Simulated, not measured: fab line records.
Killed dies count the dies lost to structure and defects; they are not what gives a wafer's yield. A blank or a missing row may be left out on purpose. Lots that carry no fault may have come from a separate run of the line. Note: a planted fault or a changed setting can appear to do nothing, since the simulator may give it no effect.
Comparing a struck lot with a sound one + flow n5 finfet + 15 out of 1938 route steps
Sound: these wafers, L192.2, L192.3, L192.4. Struck: wafers L185.1, L185.5 (left out: L185.4, a lot-mate that was not struck); the cause follows at the end.
For every step that has rows: the tool of each side, followed by ch and its chambers, followed by its first start. Under that, the readings that differ: sound wafers + struck wafers + difference of the means + sigmas: that difference in standard deviations of wafers without a fault.
alike: readings whose means differ by less than 2 such deviations, and words and numbers that are the same on both sides. not compared: withheld readings, readings that some wafer has no value for, bounds like >300 that may hide the same value, and numbers for which the record gives no deviation and whose values overlap.
The two part at a step that has a row with sigmas, a row that says differs or no value, or rows on one side only. Numbers that don't overlap but have no deviation are shown without sigmas and don't part them. A reading that every wafer of one side lacks parts them only if that side has two wafers or more.

first, 1 step without rows for these wafers: N5_BEOL_M11_DEVELOP_27 (develop time 30 s).
N5_BEOL_M11_CD_MEAS_28 targets a cd of 70 nm.
  sound on cd sem-02 ch 0, day 14 16:04; struck on cd sem-03 ch 0, day 12 20:02
  alike: cd nm
N5_BEOL_M11_OVL_MEAS_29:
  sound on overlay-01 ch 0, day 14 16:06; struck on overlay-02 ch 0, day 12 20:04
  alike: V10_OVL
N5_BEOL_M11_INSPECT_30: inspects for defects (brightfield).
  sound: defect inspect-01 at day 14 16:07; struck: defect inspect-02 at day 12 20:05
  alike: raw defect count
N5_BEOL_M11_DESCUM_33: chemistry O2, time 7.9 s.
  sound on rie diel-02 ch 2,3, day 14 16:16; struck on rie diel-03 ch 1,2, day 12 20:13
  alike: drypump motor current A, oes product au, rf vpp V, showerhead plenum p Torr, throttle valve pct
  not compared: rf hours counter h
then, 3 steps without rows for these wafers: N5_BEOL_M11_ETCH_65 (etches SiARC in CF4, target depth 39 nm, time 65 s); N5_BEOL_M11_ETCH_66 (etches SOC in N2/H2, target depth 120 nm, overetch 24 nm, time 180 s); N5_BEOL_M11_STRIP_69 (strips in N2/H2).
N5_BEOL_M11_VIA_ETCH_34: etches SiCOH lowk in C4F6/O2, target depth 184.5 nm, time 69.2 s.
  sound on rie diel-02 ch 2,3, day 14 16:35; struck on rie diel-03 ch 1,2, day 12 20:26
  alike: O2_flow_sccm, drypump motor current A, oes product au, rf vpp V, run length s, showerhead plenum p Torr, throttle valve pct
  not compared: rf hours counter h
then, 1 step without rows for these wafers: N5_BEOL_M11_STRIP_73 (strips in C4F6/O2).
N5_BEOL_M11_STRIP_36: strips in N2/H2.
  sound on rie diel-02 ch 2,3, day 14 16:40; struck on rie diel-03 ch 1,2, day 12 20:29
  alike: drypump motor current A, oes product au, rf vpp V, showerhead plenum p Torr, throttle valve pct
  not compared: rf hours counter h
N5_BEOL_M11_TRENCH_ETCH_37: etches SiCOH lowk in C4F6/O2, target depth 148.83 nm, time 48 s.
  sound: rie diel-02 ch 2,3; struck: rie diel-03 ch 1,2
| reading          | sound          | struck    | difference | sigmas |
|------------------|----------------|-----------|------------|--------|
| run length s (s) | 72.1 72.1 71.3 | 71.1 70.8 | -0.9       | -2     |
  alike: O2_flow_sccm, drypump motor current A, oes product au, rf vpp V, showerhead plenum p Torr, throttle valve pct
  not compared: rf hours counter h
N5_BEOL_M11_ETCH_41: etches SiCN in CH3F/O2, target depth 42.6 nm, time 86 s.
  sound on rie diel-02 ch 2,3, day 14 16:47; struck on rie diel-03 ch 1,2, day 12 20:34
| reading                  | sound             | struck      | difference | sigmas |
|--------------------------|-------------------|-------------|------------|--------|
| run length s (s)         | 109.9 110.2 109.0 | 116.5 116.4 | +6.8       | +17    |
| model.etch.depth nm (nm) | 32.7 33.03 31.43  | 35.3 35.51  | +3.0       |        |
  alike: O2_flow_sccm, drypump motor current A, oes product au, rf vpp V, showerhead plenum p Torr, throttle valve pct
  not compared: rf hours counter h
N5_BEOL_M11_STRIP_77: strips in N2/H2, time 10 s.
  sound: rie diel-02 ch 2,3; struck: rie diel-03 ch 1,2
  alike: drypump motor current A, oes product au, rf vpp V, showerhead plenum p Torr, throttle valve pct
  not compared: rf hours counter h
N5_PASSIVATION_PROBE_49:
  only the struck wafers here have rows in the record (prober-01, day 14 13:29); the sound ones have none

WHERE THEY PART
Earliest at N5_BEOL_M11_TRENCH_ETCH_37; latest, in this record, at N5_PASSIVATION_PROBE_49.

WHY: what had been put in by the simulator
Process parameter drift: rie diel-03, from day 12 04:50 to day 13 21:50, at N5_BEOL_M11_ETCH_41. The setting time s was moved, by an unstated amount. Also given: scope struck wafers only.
